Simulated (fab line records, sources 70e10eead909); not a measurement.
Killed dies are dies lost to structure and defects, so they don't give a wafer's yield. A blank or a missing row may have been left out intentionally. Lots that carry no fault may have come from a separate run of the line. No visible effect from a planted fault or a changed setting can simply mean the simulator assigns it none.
fab line records | flow nand_harc
[record] lots = 14 wafers = 42 last_day = 33
route steps=1302 shown A_CHANNEL_HOLE_D1@478 A_CHANNEL_FILL_D1@498
lots that met no fault: taken from a fault-free run of the same line
start_h: the number of hours between the record's first day and the start of the first shown wafer of the lot | wait_h: time in hours since the lot's previous step | " identical to the entry in the row above | L1.1+2: a row that stands for several wafers | - no value present, or no start provided | * or withheld: withheld | < > ~ a bound
route shown NAME@n: NAME is a module with steps in the file, n the number in the route of the first one | usual: average and standard deviation across the fault-free wafers | same: alike in all rows | chamber/n: place in a boat | sites: per-site readings | _std_site: their standard deviation | _edge_site: outer sites' mean less inner sites' | radius_mm: for every site, how far away it sits from the centre of the wafer | mask NAME#n: copy n | behind: the most recent tool/chamber to have shaped the wafer | hold: why the lot went on hold/how many hours it stayed there/how the hold came to an end | device: transistor that didn't switch, given as n, p or np | end of line: tests run on the same wafers once the route is complete | a step with no rows: only its recipe | killed: at the first sort, the dies lost to defects and structure; wafer yield is something else | map: a wafer's dies, x killed, . not, _ none there
set.NAME: the run value of the setting; set.NAME@STEP: its run value at that earlier step | model.NAME: the simulator's own value behind a step, which no gauge read
steps of the route over a sample of lots; a table a step, a row a wafer
services: a tool's chamber out of use, with start hour (start_h, from the record's first day; less than 0 if before it), hours out, and reason
[[steps]]
[step NHARC_A_CHANNEL_HOLE_D1_ETCH_26]
[recipe] bias_v = 300 source_w = 2000 pressure_mtorr = 30 time_s = 224.1 ar_flow_sccm = 375 c4f8_flow_sccm = 11.4 o2_flow_sccm = 113.6 temp_c = -20 target_depth_a = 3000 chemistry = C4F8/O2/Ar
[usual] drypump_motor_current_A = 5.8/0.52 showerhead_plenum_p_Torr = 3.67/0.085 throttle_valve_pct = 24.585/0.01
// columns lot.wafer tool chamber start_h wait_h drypump_motor_current_A rf_hours_counter_h showerhead_plenum_p_Torr throttle_valve_pct
L956.3 har_etch-02 0 201.35 1.0 5.9 - 3.68 24.591
L956.4 " 0 " " 5.9 - 3.68 24.572
L956.6 " 0 " " 5.9 - 3.68 24.571
L959.1 har_etch-01 0 214.26 0.6 6.5 115 3.77 24.565
L959.4 " 0 " " 6.5 - 3.77 24.595
L959.6 " 0 " " 6.5 - 3.77 24.580
L960.1 har_etch-01 1 228.13 0.6 5.9 126 3.65 24.561
L960.5 " 0 " " 6.4 - 3.76 24.586
L960.6 " 1 " " 5.9 - 3.65 24.589
L961.1 har_etch-02 0 234.59 0.7 5.9 328 3.67 24.579
L961.2 " 1 " " 5.0 313 3.63 24.579
L961.6 " 1 " " 5.0 - 3.63 24.574
L962.1 har_etch-01 0 246.95 0.6 6.5 134 3.76 24.579
L962.4 " 1 " " 6.0 - 3.65 24.574
L962.5 " 0 " " 6.5 - 3.76 24.590
L963.2 har_etch-01 0 265.64 0.7 6.4 142 3.75 24.580
L963.3 " 0 " " 6.5 - 3.75 24.592
L963.6 " 0 " " 6.5 - 3.75 24.579
L965.3 har_etch-02 0 278.66 0.5 5.9 - 3.66 24.583
L965.5 " 0 " " 5.8 - 3.66 24.578
L965.6 " 1 " " 5.0 - 3.62 24.579
L972.4 har_etch-02 0 352.74 0.5 5.8 - 3.63 24.595
L972.3 " 1 " " 5.0 - 3.60 24.596
L972.5 " 1 " " 5.0 - 3.60 24.589
L973.3 har_etch-02 0 361.22 0.5 5.8 - 3.63 24.567
L973.5 " 0 " " 5.8 - 3.63 24.587
L973.6 " 1 " " 5.0 - 3.59 24.578
L975.1 har_etch-02 0 382.14 0.7 5.9 412 3.62 24.570
L975.2 " 1 " " 5.0 397 3.59 24.598
L975.6 " 0 " " 5.9 - 3.62 24.592
L976.2 har_etch-01 1 389.80 0.7 5.9 214 3.60 24.586
L976.3 " 1 " " 6.0 - 3.60 24.582
L976.6 " 1 " " 5.9 - 3.60 24.605
L977.2 har_etch-01 1 398.15 0.7 6.0 222 3.60 24.581
L977.3 " 1 " " 6.0 - 3.60 24.601
L977.4 " 0 " " 6.4 - 3.71 24.570
L978.2 har_etch-02 1 403.33 0.7 5.0 4 3.99 24.604
L978.1 " 0 " " 5.9 4 3.99 24.589
L978.3 " 0 " " 5.9 - 3.99 24.584
L979.1 har_etch-01 1 422.46 0.6 6.0 241 3.59 24.587
L979.5 " 0 " " 6.5 - 3.70 24.576
L979.6 " 1 " " 5.9 - 3.59 24.571
[step NHARC_A_CHANNEL_HOLE_D1_STRIP_27]
[recipe] o2_flow_sccm = 500 ar_flow_sccm = 0 bias_w = 0 chemistry = O2
[usual] drypump_motor_current_A = 5.5/0.43 oes_product_au = 1.001/0.007 rf_vpp_V = 57.7/0.84 showerhead_plenum_p_Torr = 3.47/0.082 throttle_valve_pct = 17.036/0.0093
// columns lot.wafer tool chamber start_h wait_h drypump_motor_current_A oes_product_au rf_hours_counter_h rf_vpp_V showerhead_plenum_p_Torr throttle_valve_pct
L956.3 rie_diel-06 1 - - 5.6 1.000 5 59.1 3.44 17.047
L956.4 " 2 " " 5.5 0.997 5 58.3 3.50 17.027
L956.6 " 0 " " 4.8 1.002 - 58.0 3.51 17.041
L959.1 rie_diel-02 2 - - 5.7 1.002 53 57.3 3.60 17.053
L959.4 " 0 " " 5.1 0.999 57 58.6 3.44 17.032
L959.6 " 1 " " 5.7 0.995 - 57.1 3.32 17.047
L960.1 rie_diel-06 1 - - 5.5 1.003 7 56.6 3.44 17.026
L960.6 " 0 " " 4.8 0.999 - 57.0 3.51 17.028
L960.5 " 1 " " 5.6 1.000 - 57.6 3.44 17.043
L961.1 rie_diel-06 1 - - 5.5 1.012 8 57.4 3.44 17.042
L961.2 " 2 " " 5.5 0.997 9 56.6 3.50 17.043
L961.6 " 1 " " 5.6 1.001 - 58.3 3.44 17.025
L962.1 rie_diel-06 2 - - 5.5 1.002 10 58.0 3.50 17.036
L962.4 " 0 " " 4.8 1.012 6 58.0 3.50 17.030
L962.5 " 2 " " 5.5 1.005 - 57.6 3.50 17.035
L963.3 rie_diel-06 1 - - 5.6 0.987 11 59.5 3.44 17.024
L963.2 " 0 " " 4.8 0.998 8 56.9 3.50 17.044
L963.6 " 1 " " 5.6 0.995 - 58.7 3.44 17.031
L965.3 rie_diel-02 1 - - 5.7 0.998 19 56.9 3.31 17.032
L965.6 " 3 " " 5.6 0.985 - 58.0 3.33 17.043
L965.5 " 0 " " 5.1 1.010 - 55.5 3.43 17.043
L972.3 rie_diel-02 1 - - 5.7 0.998 46 57.0 3.29 17.038
L972.4 " 3 " " 5.6 1.001 - 58.6 3.32 17.040
L972.5 " 1 " " 5.7 1.005 - 58.7 3.29 17.026
L973.3 rie_diel-06 3 - - 6.1 1.018 4 57.8 3.46 17.040
L973.6 " 1 " " 5.6 1.016 - 57.8 3.43 17.025
L973.5 " 2 " " 5.5 1.005 - 57.5 3.50 17.029
L975.2 rie_diel-06 3 - - 6.1 0.997 5 58.0 3.46 17.024
L975.1 " 1 " " 5.5 0.995 5 58.5 3.43 17.037
L975.6 " 0 " " 4.8 0.987 - 57.6 3.50 17.043
L976.3 rie_diel-06 2 - - 5.5 0.996 6 58.7 3.49 17.052
L976.2 " 3 " " 6.1 0.995 6 57.6 3.46 17.044
L976.6 " 1 " " 5.6 1.000 - 57.0 3.43 17.035
L977.2 rie_diel-06 3 - - 6.1 1.003 6 57.4 3.46 17.024
L977.4 " 0 " " 4.8 1.003 6 57.6 3.50 17.034
L977.3 " 1 " " 5.5 0.997 7 58.6 3.43 17.029
L978.2 rie_diel-06 1 - - 5.6 1.009 7 57.2 3.43 17.037
L978.3 " 2 " " 5.5 0.995 7 57.7 3.49 17.038
L978.1 " 0 " " 4.8 1.004 7 57.2 3.50 17.040
L979.1 rie_diel-02 1 - - 5.7 0.997 7 57.8 3.80 17.046
L979.5 " 1 " " 5.7 0.990 - 58.8 3.80 17.036
L979.6 " 2 " " 5.7 0.999 - 58.5 3.56 17.038
[step NHARC_A_CHANNEL_HOLE_D1_INSPECT_40]
[usual] raw_defect_count = 78/27
// columns lot.wafer tool chamber start_h wait_h raw_defect_count
L956.3 defect_inspect-02 - 203.53 - 135
L956.4 " - " " 124
L956.6 " - " " 115
L959.1 defect_inspect-02 - 216.15 - 49
L959.4 " - " " 37
L959.6 " - " " 47
L960.1 defect_inspect-02 - 230.07 - 36
L960.5 " - " " 45
L960.6 " - " " 39
L961.1 defect_inspect-02 - 236.52 - 98
L961.2 " - " " 128
L961.6 " - " " 91
L962.1 defect_inspect-02 - 248.89 - 53
L962.4 " - " " 43
L962.5 " - " " 68
L963.2 defect_inspect-02 - 267.56 - 50
L963.3 " - " " 61
L963.6 " - " " 64
L965.3 defect_inspect-01 - 280.53 - 73
L965.5 " - " " 89
L965.6 " - " " 109
L972.3 defect_inspect-01 - 354.76 - 89
L972.4 " - " " 87
L972.5 " - " " 123
L973.3 defect_inspect-01 - 363.09 - 84
L973.5 " - " " 89
L973.6 " - " " 91
L975.1 defect_inspect-02 - 384.07 - 108
L975.2 " - " " 80
L975.6 " - " " 116
L976.2 defect_inspect-01 - 391.73 - 59
L976.3 " - " " 42
L976.6 " - " " 72
L977.2 defect_inspect-01 - 400.08 - 74
L977.3 " - " " 58
L977.4 " - " " 68
L978.1 defect_inspect-01 - 405.26 - 39
L978.2 " - " " 47
L978.3 " - " " 59
L979.1 defect_inspect-01 - 424.36 - 92
L979.5 " - " " 62
L979.6 " - " " 103
[step NHARC_A_CHANNEL_FILL_D1_CVD_18]
[recipe] target_thk_a = 30 temp_c = 550 material = poly-Si
[usual] spike_tc_bottom_C = 571.6/1 spike_tc_centre_C = 549.9/1.1
// columns lot.wafer tool chamber start_h wait_h spike_tc_bottom_C spike_tc_centre_C
L956.3 lpcvd_poly-04 0 226.30 - 573.4 550.4
L956.4 " 0 " " 572.4 551.5
L956.6 " 0 " " 571.8 548.4
L959.1 lpcvd_poly-02 0 238.22 - 572.3 549.8
L959.4 " 0 " " 574.6 549.8
L959.6 " 0 " " 572.0 551.1
L960.1 lpcvd_poly-04 0 252.16 - 570.6 549.9
L960.5 " 0 " " 572.5 549.6
L960.6 " 0 " " 569.5 550.1
L961.1 lpcvd_poly-04 0 259.47 - 573.1 549.7
L961.2 " 0 " " 569.8 549.9
L961.6 " 0 " " 571.0 549.6
L962.1 lpcvd_poly-03 0 271.27 - 571.4 550.2
L962.4 " 0 " " 571.4 550.2
L962.5 " 0 " " 570.9 550.6
L963.2 lpcvd_poly-04 0 290.82 - 570.8 551.2
L963.3 " 0 " " 570.3 546.6
L963.6 " 0 " " 572.1 551.1
L965.3 lpcvd_poly-04 0 303.88 - 571.8 547.1
L965.5 " 0 " " 570.1 548.2
L965.6 " 0 " " 572.7 548.4
L972.3 lpcvd_poly-02 - 376.77 - - -
L972.4 " - " " - -
L972.5 " - " " - -
L973.3 lpcvd_poly-03 - 385.40 - - -
L973.5 " - " " - -
L973.6 " - " " - -
L975.1 lpcvd_poly-02 0 406.12 - 572.7 550.4
L975.2 " 0 " " 570.2 551.1
L975.6 " 0 " " 571.4 550.9
L976.2 lpcvd_poly-02 0 413.83 - 570.8 550.9
L976.3 " 0 " " 572.6 548.9
L976.6 " 0 " " 570.6 548.3
L977.2 lpcvd_poly-02 0 422.13 - 571.6 549.4
L977.3 " 0 " " 572.5 551.0
L977.4 " 0 " " 570.5 549.9
L978.1 lpcvd_poly-02 0 428.79 - 572.4 549.8
L978.2 " 0 " " 571.9 549.8
L978.3 " 0 " " 571.1 549.1
L979.1 lpcvd_poly-02 0 448.87 - 571.4 549.5
L979.5 " 0 " " 570.8 549.0
L979.6 " 0 " " 570.9 550.7
[[services]]
// columns tool chamber start_h hours kind
rie_diel-06 0 188.59 - clean
rie_diel-06 1 188.59 - clean
rie_diel-06 2 188.59 - clean
rie_diel-06 3 188.59 - clean
lpcvd_poly-02 - 206.00 26.0 pm
rie_diel-02 0 206.01 5.8 repair
rie_diel-06 0 213.09 - clean
rie_diel-06 1 213.09 - clean
rie_diel-06 2 213.09 - clean
rie_diel-02 - 217.90 9.0 pm
rie_diel-06 3 282.38 6.4 repair
rie_diel-02 3 288.54 8.7 repair
rie_diel-02 0 302.09 14.8 repair
rie_diel-06 - 307.59 9.0 pm
rie_diel-02 3 310.72 5.7 repair
rie_diel-02 2 329.92 27.3 repair
lpcvd_poly-03 - 366.63 3.5 repair
har_etch-02 - 382.53 17.0 pm
lpcvd_poly-03 - 387.12 26.0 pm
rie_diel-02 3 394.60 6.4 repair
rie_diel-02 - 394.95 9.0 pm
rie_diel-06 2 406.30 112.9 repair
har_etch-01 - 431.52 1.5 repair
rie_diel-06 0 433.28 4.4 repair
[[key]]
[first_sign] step = NHARC_A_CHANNEL_FILL_D1_CVD_18 reading = tool_record direction = missing
effect none on later readings
met_at NHARC_A_CHANNEL_FILL_D1_CVD_18
struck_lots L972,L973
later_rows_left_out L972.3,L972.4,L972.5,L973.3,L973.5,L973.6
sort_left_out L972.3,L972.4,L972.5,L973.3,L973.5,L973.6
tester_left_out L972,L973
not_acting_at NHARC_A_CHANNEL_HOLE_D1_ETCH_26,NHARC_A_CHANNEL_HOLE_D1_STRIP_27,NHARC_A_CHANNEL_HOLE_D1_INSPECT_40
onset_between 271.27 376.77
[fault] kind = skipped_step_whole tool = lpcvd_poly-02,lpcvd_poly-03 chamber = - onset_h = 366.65 steps = NHARC_A_CHANNEL_FILL_D1_CVD_18 scope = struck_lots_only
// tester_left_out: of these lots the tester's yield and bins aren't shown, on N5 and GAA mostly nor the transistor test; their killed dies are dies lost to structure and defects alone, not to doping, threshold or leakage, so they don't give the yield
// sort_left_out: the simulated sort isn't trusted on such a fault, so these wafers' sort isn't shown, and their yield isn't known
// later_rows_left_out: the simulator's readings of these wafers behind a module that went badly wrong aren't trusted and aren't shown, but for the sort
